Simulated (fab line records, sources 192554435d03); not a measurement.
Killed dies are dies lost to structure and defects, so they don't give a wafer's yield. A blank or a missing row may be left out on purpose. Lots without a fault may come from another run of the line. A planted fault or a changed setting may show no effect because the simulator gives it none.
Split-lot experiment | flow n5_finfet | 7 lots, 39 wafers read, on a route of 1938 steps

THE SPLIT
At N5_BEOL_M13_ILD_DEP_00 (deposits SiOC from DEMS/O2, target thk 837.92 nm, time 166.4 s), the setting time_s was moved away from the recipe's 166.4 s on 15 of the 39 wafers read, by +28.4% to +59.0%. The other wafers ran this setting at the recipe's value.

FROM THE SPLIT TO THE READING: what the file shows between them, 6 steps
- N5_BEOL_M13_THK_MEAS_01
- N5_BEOL_M13_COAT_58: time 60 s, resist thk 89 nm
- N5_BEOL_M13_COAT_04: resist thk 400 nm
- N5_BEOL_M13_DESCUM_15: chemistry O2, time 7.9 s
- N5_BEOL_M13_ETCH_59: etches BARC in N2/H2, target depth 89 nm, overetch 26.7 nm, time 67.9 s
- N5_BEOL_M13_VIA_ETCH_16: etches SiOC in C4F8/O2/Ar, target depth 921.7 nm

THE READING
oes_product_au, in a.u., at N5_BEOL_M13_STRIP_63 (strips in N2/H2). Fault-free wafers of this fab line usually give 0.675 a.u., standard deviation 0.0049 a.u..

wafer  | tool, chamber at the split | time_s as run, s | against the recipe | oes_product_au, a.u. | against lot-mates on the recipe
L074.1 | pecvd-02, 1                | 227.3            | +36.6%             | 0.235                | -0.439
L074.2 | pecvd-02, 0                | 166.4            | recipe             | 0.678                | -
L074.3 | pecvd-02, 2                | 227.3            | +36.6%             | 0.228                | -0.446
L074.4 | pecvd-02, 2                | 166.4            | recipe             | 0.674                | -
L074.5 | pecvd-02, 0                | 166.4            | recipe             | 0.670                | -
L074.6 | pecvd-02, 1                | 227.3            | +36.6%             | 0.232                | -0.442
L076.1 | pecvd-02, 0                | 166.4            | recipe             | 0.669                | -
L076.2 | pecvd-02, 1                | 166.4            | recipe             | 0.666                | -
L076.3 | pecvd-02, 2                | 213.6            | +28.4%             | 0.299                | -0.373
L076.4 | pecvd-02, 0                | 213.6            | +28.4%             | 0.234                | -0.438
L076.5 | pecvd-02, 1                | 213.6            | +28.4%             | 0.236                | -0.436
L076.6 | pecvd-02, 2                | 166.4            | recipe             | 0.681                | -
L077.1 | pecvd-01, 1                | 166.4            | recipe             | 0.676                | -
L077.4 | pecvd-01, 2                | 166.4            | recipe             | 0.671                | -
L077.6 | pecvd-01, 1                | 166.4            | recipe             | 0.676                | -
L080.1 | pecvd-01, 2                | 166.4            | recipe             | 0.684                | -
L080.2 | pecvd-01, 1                | 238.5            | +43.3%             | 0.229                | -0.451
L080.3 | pecvd-01, 0                | 238.5            | +43.3%             | 0.230                | -0.450
L080.4 | pecvd-01, 2                | 166.4            | recipe             | 0.677                | -
L080.5 | pecvd-01, 0                | 238.5            | +43.3%             | 0.228                | -0.452
L080.6 | pecvd-01, 1                | 166.4            | recipe             | 0.679                | -
L091.1 | pecvd-01, 0                | 246.8            | +48.3%             | 0.228                | -0.450
L091.2 | pecvd-01, 1                | 246.8            | +48.3%             | 0.235                | -0.443
L091.3 | pecvd-01, 2                | 166.4            | recipe             | 0.675                | -
L091.4 | pecvd-01, 1                | 166.4            | recipe             | 0.677                | -
L091.5 | pecvd-01, 0                | 166.4            | recipe             | 0.683                | -
L091.6 | pecvd-01, 2                | 246.8            | +48.3%             | 0.231                | -0.447
L092.1 | pecvd-02, 2                | 166.4            | recipe             | 0.676                | -
L092.2 | pecvd-02, 1                | 166.4            | recipe             | 0.676                | -
L092.3 | pecvd-02, 0                | 264.5            | +59.0%             | 0.235                | -0.443
L092.4 | pecvd-02, 0                | 166.4            | recipe             | 0.682                | -
L092.5 | pecvd-02, 2                | 264.5            | +59.0%             | 0.230                | -0.448
L092.6 | pecvd-02, 1                | 264.5            | +59.0%             | 0.231                | -0.447
L096.1 | pecvd-02, 0                | 166.4            | recipe             | 0.681                | -
L096.2 | pecvd-02, 1                | 166.4            | recipe             | 0.680                | -
L096.3 | pecvd-02, 2                | 166.4            | recipe             | 0.677                | -
L096.4 | pecvd-02, 1                | 166.4            | recipe             | 0.672                | -
L096.5 | pecvd-02, 0                | 166.4            | recipe             | 0.672                | -
L096.6 | pecvd-02, 2                | 166.4            | recipe             | 0.676                | -

THE FIT
A straight line over all 39 wafers: oes_product_au changes by -0.00939 a.u. for each +1% of time_s; r = -0.96; the points scatter about the line by 0.061 a.u..
The same after taking each lot's own level away (the mean of its wafers on the recipe; 39 wafers): -0.00941 a.u. for each +1%; r = -0.96; scatter 0.06 a.u..
On that fit, the largest move of time_s shifts the reading by 0.55 a.u..
The lots' own levels span 0.6720 to 0.6800 a.u., that is 1.6 times the standard deviation above.
So the lot-to-lot level changes the slope little: the two slopes agree.
Check: with one of the wafers moved furthest among these (+59.0%) left out of the fit, the line predicts -0.586 a.u. for it against its lot-mates. It came out at -0.443 a.u. against them.

THE WHOLE CHAIN: every reading that the file lists as answering this split, in the file's order
step                    | what it does                                                   | reading                                                                             | change (the file's fit)                                                                       | r (the file's)
N5_BEOL_M13_ILD_DEP_00  | deposits SiOC from DEMS/O2, target thk 837.92 nm, time 166.4 s | SiOC_of_BEOL_M13_ILD_DEP_00.thk_nm (the simulator's own value, which no gauge read) | +8.42 nm for each +1% of the setting                                                          | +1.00
N5_BEOL_M13_THK_MEAS_01 |                                                                | M13_ILD_THK                                                                         | +8.41 for each +1% of the setting                                                             | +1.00
N5_BEOL_M13_VIA_ETCH_16 | etches SiOC in C4F8/O2/Ar, target depth 921.7 nm               | etch.depth_nm (the simulator's own value, which no gauge read)                      | +8.42 nm for each +1% of the setting                                                          | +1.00
N5_BEOL_M13_VIA_ETCH_16 | etches SiOC in C4F8/O2/Ar, target depth 921.7 nm               | BARC_of_BEOL_M13_COAT_58.thk_nm (the simulator's own value, which no gauge read)    | -0.948 nm for each +1% of the setting                                                         | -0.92
N5_BEOL_M13_VIA_ETCH_16 | etches SiOC in C4F8/O2/Ar, target depth 921.7 nm               | coat_of_BEOL_M13_COAT_04.thk_nm (the simulator's own value, which no gauge read)    | not straight: 73.51 at the lowest setting, 73.51 at the recipe, 0 at the highest              | not given
N5_BEOL_M13_STRIP_63    | strips in N2/H2                                                | oes_product_au                                                                      | -0.0097 a.u. for each +1% of the setting                                                      | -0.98
N5_BEOL_M13_STRIP_63    | strips in N2/H2                                                | strip_time_to_endpoint_s                                                            | not straight: withheld at the lowest setting, withheld at the recipe, withheld at the highest | not given
N5_BEOL_M13_STRIP_64    | strips in N2/H2                                                | strip_time_to_endpoint_s                                                            | withheld for each +1% of the setting                                                          | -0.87

THE FILE'S OWN FIT
oes_product_au changes by -0.0097 a.u. for each +1% of time_s, r = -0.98.
